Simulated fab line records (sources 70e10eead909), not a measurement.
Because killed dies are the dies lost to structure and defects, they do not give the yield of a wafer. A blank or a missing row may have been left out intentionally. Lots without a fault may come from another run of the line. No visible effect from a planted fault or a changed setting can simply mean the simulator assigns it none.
fab line records / flow nand-harc
[record] lots = 14 wafers = 41 last-day = 33
route steps=1302 shown A_CONTACT@1055 END@1302
lots that met no fault: from a run of the same line without faults
start-h: the number of hours between the record's first day and the start of the first shown wafer of the lot / wait-h: how many hours have passed since the lot's step before this one / " unchanged from the row above / L1.1+2: a single row standing in for several wafers / - no value, or no start was given / * or withheld: withheld / < > ~ a bound
route shown NAME@n: NAME is a module with steps in the file, n the number in the route of the first one / usual: mean/standard deviation taken from wafers without a fault / same: alike in all rows / chamber/n: place in a boat / sites: the reading at each site / _std_site: standard deviation of those values / _edge_site: inner sites' mean taken away from outer sites' mean / radius-mm: how far each site lies from the wafer's centre / mask NAME#n: copy n / behind: the last tool/chamber to shape the wafer / hold: what put the lot on hold/how long, in hours/how the hold closed / device: the transistor (n, p or np) that didn't switch / end of line: tests of these same wafers at the route's end / for a step that has no rows: nothing shown but its recipe / killed: the dies lost at the first sort to structure and to defects; this is not the yield of the wafer / map: a wafer's dies, x killed, . not, _ none there
set.NAME: the setting the step ran with; set.NAME@STEP: the setting that earlier step ran with / model.NAME: the simulator's own value behind a step, which no gauge read
a sample of lots followed through the steps of the route, with each step as a table and each wafer as a row
services: when a tool's chamber went out of use (start-h, in hours from the record's first day, below 0 if earlier), for how many hours, and the reason
[[steps]]
[step NHARC_A_CONTACT_ETCH_132]
[recipe] source-w = withheld pressure-mtorr = 20 bias-v = 3000 time-s = 197 target-depth-a = 19240 ar-flow-sccm = withheld c4f8-flow-sccm = withheld o2-flow-sccm = withheld chemistry = C4F8/O2/Ar
lot.wafer=L848.3 tool=har-cap-etch-02 chamber=1 start-h=491.38 wait-h=0.1 rf-hours-counter-h=-
lot.wafer=L848.6 tool=har-cap-etch-02 chamber=0 start-h=491.38 wait-h=0.1 rf-hours-counter-h=-
lot.wafer=L848.5 tool=har-cap-etch-02 chamber=1 start-h=491.38 wait-h=0.1 rf-hours-counter-h=-
lot.wafer=L849.2 tool=har-cap-etch-03 chamber=0 start-h=514.68 wait-h=0.1 rf-hours-counter-h=46
lot.wafer=L849.1 tool=har-cap-etch-03 chamber=1 start-h=514.68 wait-h=0.1 rf-hours-counter-h=46
lot.wafer=L849.5 tool=har-cap-etch-03 chamber=0 start-h=514.68 wait-h=0.1 rf-hours-counter-h=-
lot.wafer=L850.1 tool=har-cap-etch-01 chamber=0 start-h=516.35 wait-h=0.1 rf-hours-counter-h=1
lot.wafer=L850.3 tool=har-cap-etch-01 chamber=1 start-h=516.35 wait-h=0.1 rf-hours-counter-h=-
lot.wafer=L850.6 tool=har-cap-etch-01 chamber=0 start-h=516.35 wait-h=0.1 rf-hours-counter-h=-
lot.wafer=L851.1 tool=har-cap-etch-02 chamber=0 start-h=545.44 wait-h=0.1 rf-hours-counter-h=95
lot.wafer=L851.5 tool=har-cap-etch-02 chamber=0 start-h=545.44 wait-h=0.1 rf-hours-counter-h=-
lot.wafer=L851.6 tool=har-cap-etch-02 chamber=1 start-h=545.44 wait-h=0.1 rf-hours-counter-h=-
lot.wafer=L852.2 tool=har-cap-etch-03 chamber=0 start-h=546.81 wait-h=0.1 rf-hours-counter-h=52
lot.wafer=L852.4 tool=har-cap-etch-03 chamber=0 start-h=546.81 wait-h=0.1 rf-hours-counter-h=-
lot.wafer=L852.5 tool=har-cap-etch-03 chamber=0 start-h=546.81 wait-h=0.1 rf-hours-counter-h=-
lot.wafer=L854.4 tool=har-cap-etch-02 chamber=0 start-h=562.60 wait-h=0.1 rf-hours-counter-h=-
lot.wafer=L854.5 tool=har-cap-etch-02 chamber=0 start-h=562.60 wait-h=0.1 rf-hours-counter-h=-
lot.wafer=L854.6 tool=har-cap-etch-02 chamber=1 start-h=562.60 wait-h=0.1 rf-hours-counter-h=-
lot.wafer=L855.2 tool=har-cap-etch-01 chamber=0 start-h=587.53 wait-h=0.1 rf-hours-counter-h=12
lot.wafer=L855.1 tool=har-cap-etch-01 chamber=1 start-h=587.53 wait-h=0.1 rf-hours-counter-h=12
lot.wafer=L855.3 tool=har-cap-etch-01 chamber=0 start-h=587.53 wait-h=0.1 rf-hours-counter-h=-
lot.wafer=L859.1 tool=har-cap-etch-02 chamber=0 start-h=616.75 wait-h=0.1 rf-hours-counter-h=107
lot.wafer=L859.6 tool=har-cap-etch-02 chamber=0 start-h=616.75 wait-h=0.1 rf-hours-counter-h=-
lot.wafer=L861.1 tool=har-cap-etch-03 chamber=0 start-h=631.24 wait-h=0.2 rf-hours-counter-h=69
lot.wafer=L861.3 tool=har-cap-etch-03 chamber=1 start-h=631.24 wait-h=0.2 rf-hours-counter-h=-
lot.wafer=L861.4 tool=har-cap-etch-03 chamber=0 start-h=631.24 wait-h=0.2 rf-hours-counter-h=-
lot.wafer=L867.1 tool=har-cap-etch-02 chamber=1 start-h=684.59 wait-h=0.1 rf-hours-counter-h=120
lot.wafer=L867.4 tool=har-cap-etch-02 chamber=0 start-h=684.59 wait-h=0.1 rf-hours-counter-h=-
lot.wafer=L867.5 tool=har-cap-etch-02 chamber=0 start-h=684.59 wait-h=0.1 rf-hours-counter-h=-
lot.wafer=L868.1 tool=har-cap-etch-03 chamber=0 start-h=690.70 wait-h=0.2 rf-hours-counter-h=81
lot.wafer=L868.3 tool=har-cap-etch-03 chamber=1 start-h=690.70 wait-h=0.2 rf-hours-counter-h=-
lot.wafer=L868.5 tool=har-cap-etch-03 chamber=0 start-h=690.70 wait-h=0.2 rf-hours-counter-h=-
lot.wafer=L869.2 tool=har-cap-etch-01 chamber=1 start-h=708.81 wait-h=0.1 rf-hours-counter-h=36
lot.wafer=L869.4 tool=har-cap-etch-01 chamber=0 start-h=708.81 wait-h=0.1 rf-hours-counter-h=-
lot.wafer=L869.5 tool=har-cap-etch-01 chamber=0 start-h=708.81 wait-h=0.1 rf-hours-counter-h=-
lot.wafer=L870.1 tool=har-cap-etch-03 chamber=1 start-h=709.39 wait-h=0.1 rf-hours-counter-h=85
lot.wafer=L870.4 tool=har-cap-etch-03 chamber=1 start-h=709.39 wait-h=0.1 rf-hours-counter-h=-
lot.wafer=L870.5 tool=har-cap-etch-03 chamber=1 start-h=709.39 wait-h=0.1 rf-hours-counter-h=-
lot.wafer=L871.2 tool=har-cap-etch-01 chamber=0 start-h=728.56 wait-h=0.1 rf-hours-counter-h=39
lot.wafer=L871.3 tool=har-cap-etch-01 chamber=0 start-h=728.56 wait-h=0.1 rf-hours-counter-h=-
lot.wafer=L871.6 tool=har-cap-etch-01 chamber=1 start-h=728.56 wait-h=0.1 rf-hours-counter-h=-
[step NHARC_A_CONTACT_CD_MEAS_80]
[usual] cd-nm = 289.4/0.83
lot.wafer=L848.3 tool=cd-sem-03 chamber=- start-h=492.49 wait-h=- cd-nm=290.1
lot.wafer=L848.5 tool=cd-sem-03 chamber=- start-h=492.49 wait-h=- cd-nm=291.6
lot.wafer=L848.6 tool=cd-sem-03 chamber=- start-h=492.49 wait-h=- cd-nm=290.4
lot.wafer=L849.1 tool=cd-sem-03 chamber=- start-h=515.86 wait-h=- cd-nm=287.3
lot.wafer=L849.2 tool=cd-sem-03 chamber=- start-h=515.86 wait-h=- cd-nm=288.0
lot.wafer=L849.5 tool=cd-sem-03 chamber=- start-h=515.86 wait-h=- cd-nm=287.2
lot.wafer=L850.1 tool=cd-sem-03 chamber=- start-h=517.54 wait-h=- cd-nm=289.8
lot.wafer=L850.3 tool=cd-sem-03 chamber=- start-h=517.54 wait-h=- cd-nm=288.1
lot.wafer=L850.6 tool=cd-sem-03 chamber=- start-h=517.54 wait-h=- cd-nm=288.5
lot.wafer=L851.1 tool=cd-sem-03 chamber=- start-h=546.61 wait-h=- cd-nm=289.5
lot.wafer=L851.5 tool=cd-sem-03 chamber=- start-h=546.61 wait-h=- cd-nm=288.3
lot.wafer=L851.6 tool=cd-sem-03 chamber=- start-h=546.61 wait-h=- cd-nm=289.1
lot.wafer=L852.2 tool=cd-sem-01 chamber=- start-h=547.98 wait-h=- cd-nm=289.2
lot.wafer=L852.4 tool=cd-sem-01 chamber=- start-h=547.98 wait-h=- cd-nm=290.4
lot.wafer=L852.5 tool=cd-sem-01 chamber=- start-h=547.98 wait-h=- cd-nm=289.8
lot.wafer=L854.4 tool=cd-sem-03 chamber=- start-h=563.73 wait-h=- cd-nm=289.3
lot.wafer=L854.5 tool=cd-sem-03 chamber=- start-h=563.73 wait-h=- cd-nm=289.2
lot.wafer=L854.6 tool=cd-sem-03 chamber=- start-h=563.73 wait-h=- cd-nm=288.4
lot.wafer=L855.1 tool=cd-sem-02 chamber=- start-h=588.71 wait-h=- cd-nm=288.4
lot.wafer=L855.2 tool=cd-sem-02 chamber=- start-h=588.71 wait-h=- cd-nm=288.5
lot.wafer=L855.3 tool=cd-sem-02 chamber=- start-h=588.71 wait-h=- cd-nm=289.1
lot.wafer=L859.1 tool=cd-sem-03 chamber=- start-h=617.93 wait-h=- cd-nm=290.3
lot.wafer=L859.6 tool=cd-sem-03 chamber=- start-h=617.93 wait-h=- cd-nm=289.7
lot.wafer=L861.1 tool=cd-sem-02 chamber=- start-h=632.39 wait-h=- cd-nm=289.8
lot.wafer=L861.3 tool=cd-sem-02 chamber=- start-h=632.39 wait-h=- cd-nm=289.9
lot.wafer=L861.4 tool=cd-sem-02 chamber=- start-h=632.39 wait-h=- cd-nm=289.8
lot.wafer=L867.1 tool=cd-sem-03 chamber=- start-h=685.77 wait-h=- cd-nm=290.2
lot.wafer=L867.4 tool=cd-sem-03 chamber=- start-h=685.77 wait-h=- cd-nm=290.1
lot.wafer=L867.5 tool=cd-sem-03 chamber=- start-h=685.77 wait-h=- cd-nm=290.3
lot.wafer=L868.1 tool=cd-sem-01 chamber=- start-h=692.10 wait-h=- cd-nm=288.8
lot.wafer=L868.3 tool=cd-sem-01 chamber=- start-h=692.10 wait-h=- cd-nm=288.5
lot.wafer=L868.5 tool=cd-sem-01 chamber=- start-h=692.10 wait-h=- cd-nm=288.5
lot.wafer=L869.2 tool=cd-sem-01 chamber=- start-h=709.96 wait-h=- cd-nm=290.1
lot.wafer=L869.4 tool=cd-sem-01 chamber=- start-h=709.96 wait-h=- cd-nm=289.4
lot.wafer=L869.5 tool=cd-sem-01 chamber=- start-h=709.96 wait-h=- cd-nm=290.0
lot.wafer=L870.1 tool=cd-sem-03 chamber=- start-h=710.61 wait-h=- cd-nm=290.9
lot.wafer=L870.4 tool=cd-sem-03 chamber=- start-h=710.61 wait-h=- cd-nm=291.5
lot.wafer=L870.5 tool=cd-sem-03 chamber=- start-h=710.61 wait-h=- cd-nm=290.4
lot.wafer=L871.2 tool=cd-sem-01 chamber=- start-h=729.72 wait-h=- cd-nm=289.7
lot.wafer=L871.3 tool=cd-sem-01 chamber=- start-h=729.72 wait-h=- cd-nm=289.2
lot.wafer=L871.6 tool=cd-sem-01 chamber=- start-h=729.72 wait-h=- cd-nm=289.2
[step NHARC_A_CONTACT_SOFTBAKE_03]
[recipe] temp-c = 105 time-s = 55
[usual] heater-power-total-W = 188.46/0.15
lot.wafer=L848.3 tool=litho-track-06 chamber=0 start-h=498 wait-h=- heater-power-total-W=188.41
lot.wafer=L848.5 tool=litho-track-06 chamber=0 start-h=498 wait-h=- heater-power-total-W=188.32
lot.wafer=L848.6 tool=litho-track-06 chamber=0 start-h=498 wait-h=- heater-power-total-W=188.50
lot.wafer=L849.1 tool=litho-track-06 chamber=0 start-h=518 wait-h=- heater-power-total-W=188.28
lot.wafer=L849.2 tool=litho-track-06 chamber=0 start-h=518 wait-h=- heater-power-total-W=188.49
lot.wafer=L849.5 tool=litho-track-06 chamber=0 start-h=518 wait-h=- heater-power-total-W=188.57
lot.wafer=L850.1 tool=litho-track-01 chamber=0 start-h=520 wait-h=- heater-power-total-W=188.34
lot.wafer=L850.3 tool=litho-track-01 chamber=0 start-h=520 wait-h=- heater-power-total-W=188.43
lot.wafer=L850.6 tool=litho-track-01 chamber=0 start-h=520 wait-h=- heater-power-total-W=188.74
lot.wafer=L851.1 tool=litho-track-04 chamber=0 start-h=550 wait-h=- heater-power-total-W=188.22
lot.wafer=L851.5 tool=litho-track-04 chamber=0 start-h=550 wait-h=- heater-power-total-W=188.66
lot.wafer=L851.6 tool=litho-track-04 chamber=0 start-h=550 wait-h=- heater-power-total-W=188.37
lot.wafer=L852.2 tool=litho-track-01 chamber=0 start-h=552 wait-h=- heater-power-total-W=188.44
lot.wafer=L852.4 tool=litho-track-01 chamber=0 start-h=552 wait-h=- heater-power-total-W=188.33
lot.wafer=L852.5 tool=litho-track-01 chamber=0 start-h=552 wait-h=- heater-power-total-W=188.75
lot.wafer=L854.4 tool=litho-track-04 chamber=0 start-h=569 wait-h=- heater-power-total-W=188.33
lot.wafer=L854.5 tool=litho-track-04 chamber=0 start-h=569 wait-h=- heater-power-total-W=188.45
lot.wafer=L854.6 tool=litho-track-04 chamber=0 start-h=569 wait-h=- heater-power-total-W=188.80
lot.wafer=L855.1 tool=litho-track-04 chamber=0 start-h=591 wait-h=- heater-power-total-W=323.04
lot.wafer=L855.2 tool=litho-track-04 chamber=0 start-h=591 wait-h=- heater-power-total-W=188.28
lot.wafer=L855.3 tool=litho-track-04 chamber=0 start-h=591 wait-h=- heater-power-total-W=188.48
lot.wafer=L859.1 tool=litho-track-04 chamber=0 start-h=623 wait-h=- heater-power-total-W=323.43
lot.wafer=L859.6 tool=litho-track-04 chamber=0 start-h=623 wait-h=- heater-power-total-W=188.48
lot.wafer=L861.1 tool=litho-track-06 chamber=0 start-h=636 wait-h=- heater-power-total-W=188.32
lot.wafer=L861.3 tool=litho-track-06 chamber=0 start-h=636 wait-h=- heater-power-total-W=188.45
lot.wafer=L861.4 tool=litho-track-06 chamber=0 start-h=636 wait-h=- heater-power-total-W=188.73
lot.wafer=L867.1 tool=litho-track-01 chamber=0 start-h=688 wait-h=- heater-power-total-W=188.28
lot.wafer=L867.4 tool=litho-track-01 chamber=0 start-h=688 wait-h=- heater-power-total-W=188.48
lot.wafer=L867.5 tool=litho-track-01 chamber=0 start-h=688 wait-h=- heater-power-total-W=188.31
lot.wafer=L868.1 tool=litho-track-06 chamber=0 start-h=695 wait-h=- heater-power-total-W=188.36
lot.wafer=L868.3 tool=litho-track-06 chamber=0 start-h=695 wait-h=- heater-power-total-W=188.67
lot.wafer=L868.5 tool=litho-track-06 chamber=0 start-h=695 wait-h=- heater-power-total-W=188.37
lot.wafer=L869.2 tool=litho-track-04 chamber=0 start-h=714 wait-h=- heater-power-total-W=188.37
lot.wafer=L869.4 tool=litho-track-04 chamber=0 start-h=714 wait-h=- heater-power-total-W=188.48
lot.wafer=L869.5 tool=litho-track-04 chamber=0 start-h=714 wait-h=- heater-power-total-W=188.39
lot.wafer=L870.1 tool=litho-track-01 chamber=0 start-h=716 wait-h=- heater-power-total-W=188.32
lot.wafer=L870.4 tool=litho-track-01 chamber=0 start-h=716 wait-h=- heater-power-total-W=188.37
lot.wafer=L870.5 tool=litho-track-01 chamber=0 start-h=716 wait-h=- heater-power-total-W=188.68
lot.wafer=L871.2 tool=litho-track-01 chamber=0 start-h=732 wait-h=- heater-power-total-W=188.64
lot.wafer=L871.3 tool=litho-track-01 chamber=0 start-h=732 wait-h=- heater-power-total-W=188.41
lot.wafer=L871.6 tool=litho-track-01 chamber=0 start-h=732 wait-h=- heater-power-total-W=188.38
[step NHARC_A_CONTACT_INSPECT_10]
[usual] raw-defect-count = 82/39
lot.wafer=L848.3 tool=defect-inspect-02 chamber=- start-h=499.42 wait-h=0.0 raw-defect-count=67
lot.wafer=L848.5 tool=defect-inspect-02 chamber=- start-h=499.42 wait-h=0.0 raw-defect-count=53
lot.wafer=L848.6 tool=defect-inspect-02 chamber=- start-h=499.42 wait-h=0.0 raw-defect-count=61
lot.wafer=L849.1 tool=defect-inspect-01 chamber=- start-h=519.28 wait-h=0.0 raw-defect-count=60
lot.wafer=L849.2 tool=defect-inspect-01 chamber=- start-h=519.28 wait-h=0.0 raw-defect-count=60
lot.wafer=L849.5 tool=defect-inspect-01 chamber=- start-h=519.28 wait-h=0.0 raw-defect-count=56
lot.wafer=L850.1 tool=defect-inspect-01 chamber=- start-h=521.08 wait-h=0.0 raw-defect-count=139
lot.wafer=L850.3 tool=defect-inspect-01 chamber=- start-h=521.08 wait-h=0.0 raw-defect-count=148
lot.wafer=L850.6 tool=defect-inspect-01 chamber=- start-h=521.08 wait-h=0.0 raw-defect-count=170
lot.wafer=L851.1 tool=defect-inspect-02 chamber=- start-h=551.48 wait-h=0.0 raw-defect-count=31
lot.wafer=L851.5 tool=defect-inspect-02 chamber=- start-h=551.48 wait-h=0.0 raw-defect-count=42
lot.wafer=L851.6 tool=defect-inspect-02 chamber=- start-h=551.48 wait-h=0.0 raw-defect-count=16
lot.wafer=L852.2 tool=defect-inspect-02 chamber=- start-h=552.89 wait-h=0.0 raw-defect-count=138
lot.wafer=L852.4 tool=defect-inspect-02 chamber=- start-h=552.89 wait-h=0.0 raw-defect-count=143
lot.wafer=L852.5 tool=defect-inspect-02 chamber=- start-h=552.89 wait-h=0.0 raw-defect-count=140
lot.wafer=L854.4 tool=defect-inspect-01 chamber=- start-h=570.53 wait-h=0.0 raw-defect-count=115
lot.wafer=L854.5 tool=defect-inspect-01 chamber=- start-h=570.53 wait-h=0.0 raw-defect-count=133
lot.wafer=L854.6 tool=defect-inspect-01 chamber=- start-h=570.53 wait-h=0.0 raw-defect-count=136
lot.wafer=L855.1 tool=defect-inspect-02 chamber=- start-h=592.37 wait-h=0.0 raw-defect-count=37
lot.wafer=L855.2 tool=defect-inspect-02 chamber=- start-h=592.37 wait-h=0.0 raw-defect-count=25
lot.wafer=L855.3 tool=defect-inspect-02 chamber=- start-h=592.37 wait-h=0.0 raw-defect-count=26
lot.wafer=L859.1 tool=defect-inspect-01 chamber=- start-h=624.05 wait-h=0.0 raw-defect-count=32
lot.wafer=L859.6 tool=defect-inspect-01 chamber=- start-h=624.05 wait-h=0.0 raw-defect-count=14
lot.wafer=L861.1 tool=defect-inspect-02 chamber=- start-h=636.89 wait-h=0.0 raw-defect-count=75
lot.wafer=L861.3 tool=defect-inspect-02 chamber=- start-h=636.89 wait-h=0.0 raw-defect-count=69
lot.wafer=L861.4 tool=defect-inspect-02 chamber=- start-h=636.89 wait-h=0.0 raw-defect-count=72
lot.wafer=L867.1 tool=defect-inspect-01 chamber=- start-h=689.29 wait-h=0.0 raw-defect-count=55
lot.wafer=L867.4 tool=defect-inspect-01 chamber=- start-h=689.29 wait-h=0.0 raw-defect-count=56
lot.wafer=L867.5 tool=defect-inspect-01 chamber=- start-h=689.29 wait-h=0.0 raw-defect-count=69
lot.wafer=L868.1 tool=defect-inspect-01 chamber=- start-h=695.74 wait-h=0.0 raw-defect-count=126
lot.wafer=L868.3 tool=defect-inspect-01 chamber=- start-h=695.74 wait-h=0.0 raw-defect-count=115
lot.wafer=L868.5 tool=defect-inspect-01 chamber=- start-h=695.74 wait-h=0.0 raw-defect-count=120
lot.wafer=L869.2 tool=defect-inspect-02 chamber=- start-h=715.10 wait-h=0.0 raw-defect-count=81
lot.wafer=L869.4 tool=defect-inspect-02 chamber=- start-h=715.10 wait-h=0.0 raw-defect-count=81
lot.wafer=L869.5 tool=defect-inspect-02 chamber=- start-h=715.10 wait-h=0.0 raw-defect-count=80
lot.wafer=L870.1 tool=defect-inspect-01 chamber=- start-h=716.81 wait-h=0.0 raw-defect-count=74
lot.wafer=L870.4 tool=defect-inspect-01 chamber=- start-h=716.81 wait-h=0.0 raw-defect-count=81
lot.wafer=L870.5 tool=defect-inspect-01 chamber=- start-h=716.81 wait-h=0.0 raw-defect-count=74
lot.wafer=L871.2 tool=defect-inspect-01 chamber=- start-h=733.13 wait-h=0.0 raw-defect-count=137
lot.wafer=L871.3 tool=defect-inspect-01 chamber=- start-h=733.13 wait-h=0.0 raw-defect-count=120
lot.wafer=L871.6 tool=defect-inspect-01 chamber=- start-h=733.13 wait-h=0.0 raw-defect-count=125
[step NHARC_END_SORT_01]
[recipe] temp-c = 25
[usual] killed-at-array = 52/18 killed-at-other = 1.0/1.4 killed-at-periphery = 3.1/2.3 killed-dies = 56/17 killed-open = 3.0/1.7 killed-short = 2.5/1.7
[same] gross-dies = 677
lot.wafer=L859.1 tool=prober-02 chamber=0 start-h=676.93 wait-h=2.5 killed-at-array=28 killed-at-other=6 killed-at-periphery=1 killed-dies=35 killed-open=3 killed-short=0
lot.wafer=L859.6 tool=prober-02 chamber=0 start-h=680.96 wait-h=4.0 killed-at-array=19 killed-at-other=5 killed-at-periphery=4 killed-dies=28 killed-open=3 killed-short=5
lot.wafer=L861.1 tool=prober-01 chamber=0 start-h=691.42 wait-h=2.5 killed-at-array=58 killed-at-other=0 killed-at-periphery=4 killed-dies=62 killed-open=5 killed-short=3
lot.wafer=L861.3 tool=prober-01 chamber=0 start-h=693.01 wait-h=3.1 killed-at-array=54 killed-at-other=0 killed-at-periphery=8 killed-dies=62 killed-open=3 killed-short=4
lot.wafer=L861.4 tool=prober-01 chamber=0 start-h=693.81 wait-h=3.4 killed-at-array=46 killed-at-other=0 killed-at-periphery=3 killed-dies=49 killed-open=5 killed-short=3
lot.wafer=L867.4 tool=prober-02 chamber=0 start-h=740.83 wait-h=3.4 killed-at-array=36 killed-at-other=1 killed-at-periphery=9 killed-dies=46 killed-open=1 killed-short=3
lot.wafer=L869.2 tool=prober-02 chamber=0 start-h=773.30 wait-h=2.8 killed-at-array=52 killed-at-other=1 killed-at-periphery=2 killed-dies=55 killed-open=2 killed-short=3
lot.wafer=L869.4 tool=prober-02 chamber=0 start-h=774.90 wait-h=3.4 killed-at-array=59 killed-at-other=0 killed-at-periphery=0 killed-dies=59 killed-open=0 killed-short=2
lot.wafer=L869.5 tool=prober-02 chamber=0 start-h=775.70 wait-h=3.7 killed-at-array=56 killed-at-other=0 killed-at-periphery=3 killed-dies=59 killed-open=6 killed-short=4
// killed by level:class
L859.1 A_CHANNEL_HOLE_D1:chamber-film-flake=8 A_CONTACT:chamber-film-flake=6 THIN_TSV:chamber-film-flake=6 A_CHANNEL_FILL_D2:chamber-film-flake=3 A_STAIRCASE:chamber-film-flake=3 A_M0:geometric-particle:open=2 A_SLIT:chamber-film-flake=2 A_WL_FILL:chamber-film-flake=2
L859.6 A_CHANNEL_HOLE_D1:chamber-film-flake=5 THIN_TSV:chamber-film-flake=5 A_SLIT:chamber-film-flake=2 A_WL_FILL:chamber-film-flake=2 A_CONTACT:chamber-film-flake=2 P_GATE:geometric-particle:open=1 A_CHANNEL_HOLE_D1:geometric-particle:short=1 A_CHANNEL_FILL_D1:geometric-particle:short=1
L861.1 A_SLIT:chamber-film-flake=33 A_CHANNEL_HOLE_D1:chamber-film-flake=10 A_M1:chamber-film-flake=3 A_STAIRCASE:chamber-film-flake=3 A_CHANNEL_FILL_D1:geometric-particle:short=2 P_CONTACT:geometric-particle:open=1 P_M1:geometric-particle:open=1 A_ONON_D1:geometric-particle:short=1
L861.3 A_SLIT:chamber-film-flake=33 A_CHANNEL_HOLE_D1:chamber-film-flake=6 A_M1:chamber-film-flake=4 A_CONTACT:chamber-film-flake=3 P_CONTACT:geometric-particle:short=2 P_ZERO_WELL:chamber-film-flake=2 P_GATE:chamber-film-flake=2 A_STAIRCASE:chamber-film-flake=2
L861.4 A_SLIT:chamber-film-flake=28 A_CHANNEL_HOLE_D1:chamber-film-flake=4 A_M1:chamber-film-flake=3 A_CHANNEL_FILL_D1:geometric-particle:open=2 P_ZERO_WELL:chamber-film-flake=2 A_ZERO_WELL:chamber-film-flake=2 P_CONTACT:geometric-particle:short=1 A_ONON_D2:geometric-particle:open=1
L867.4 A_CHANNEL_HOLE_D1:chamber-film-flake=19 P_M2:chamber-film-flake=4 A_BONDPAD:chamber-film-flake=4 A_WL_FILL:geometric-particle:short=3 A_CONTACT:chamber-film-flake=3 P_ZERO_WELL:chamber-film-flake=2 P_CONTACT:chamber-film-flake=2 A_CHANNEL_HOLE_D2:chamber-film-flake=2
L869.2 A_SLIT:chamber-film-flake=31 A_CONTACT:chamber-film-flake=10 A_STAIRCASE:chamber-film-flake=3 A_DECK1_JOINT:geometric-particle:short=1 A_CHANNEL_FILL_D2:geometric-particle:open=1 A_WL_FILL:geometric-particle:open=1 A_CONTACT:geometric-particle:short=1 A_M1:geometric-particle:short=1
L869.4 A_SLIT:chamber-film-flake=33 A_CONTACT:chamber-film-flake=18 A_STAIRCASE:chamber-film-flake=3 A_CHANNEL_FILL_D1:geometric-particle:short=1 A_M1:geometric-particle:short=1 A_DECK1_JOINT:chamber-film-flake=1 A_CHANNEL_FILL_D2:chamber-film-flake=1 A_WL_FILL:chamber-film-flake=1
L869.5 A_SLIT:chamber-film-flake=32 A_STAIRCASE:chamber-film-flake=5 A_CONTACT:chamber-film-flake=5 P_M0:geometric-particle:open=2 A_DECK1_JOINT:geometric-particle:open=2 A_CHANNEL_FILL_D2:chamber-film-flake=2 P_M2:geometric-particle:short=1 A_ONON_D1:geometric-particle:short=1
[[services]]
tool=litho-track-01 chamber=- start-h=475.35 hours=- kind=consumable-replace:filter
tool=har-cap-etch-01 chamber=- start-h=497.00 hours=17.0 kind=pm
tool=har-cap-etch-01 chamber=0 start-h=497.00 hours=17.0 kind=vent-cycle
tool=har-cap-etch-01 chamber=1 start-h=497.00 hours=17.0 kind=vent-cycle
tool=litho-track-01 chamber=- start-h=505.00 hours=7.0 kind=pm
tool=har-cap-etch-01 chamber=0 start-h=514.00 hours=- kind=clean
tool=har-cap-etch-01 chamber=1 start-h=514.00 hours=- kind=clean
tool=litho-track-06 chamber=- start-h=529.00 hours=7.0 kind=pm
tool=litho-track-04 chamber=- start-h=553.00 hours=7.0 kind=pm
tool=litho-track-01 chamber=- start-h=680.00 hours=7.0 kind=pm
tool=litho-track-06 chamber=- start-h=704.00 hours=7.0 kind=pm
tool=har-cap-etch-02 chamber=- start-h=709.41 hours=0.2 kind=repair
tool=litho-track-04 chamber=- start-h=728.00 hours=7.0 kind=pm
[[key]]
[first-sign] step = NHARC_A_CONTACT_SOFTBAKE_03 reading = heater-power-total-W direction = up sigmas = 99+ usual = * struck = *
effect none on later readings
met-at NHARC_A_CONTACT_SOFTBAKE_03
struck-lots L855,L859
struck-wafers L855.1,L859.1
tester-left-out L855,L859
not-acting-at NHARC_A_CONTACT_ETCH_132,NHARC_A_CONTACT_CD_MEAS_80,NHARC_A_CONTACT_INSPECT_10
onset-between 569 591
[fault] kind = process-parameter-drift tool = litho-track-04 chamber = - onset-h = 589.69 steps = NHARC_A_CONTACT_SOFTBAKE_03 channel = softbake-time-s offset = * shape = step end-h = 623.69 scope = struck-wafers-only acts-in = * stated = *
// tester-left-out: of these lots the tester's yield and bins aren't shown, on N5 and GAA mostly nor the transistor test; their killed dies are dies lost to structure and defects alone, not to doping, threshold or leakage, so they don't give the yield
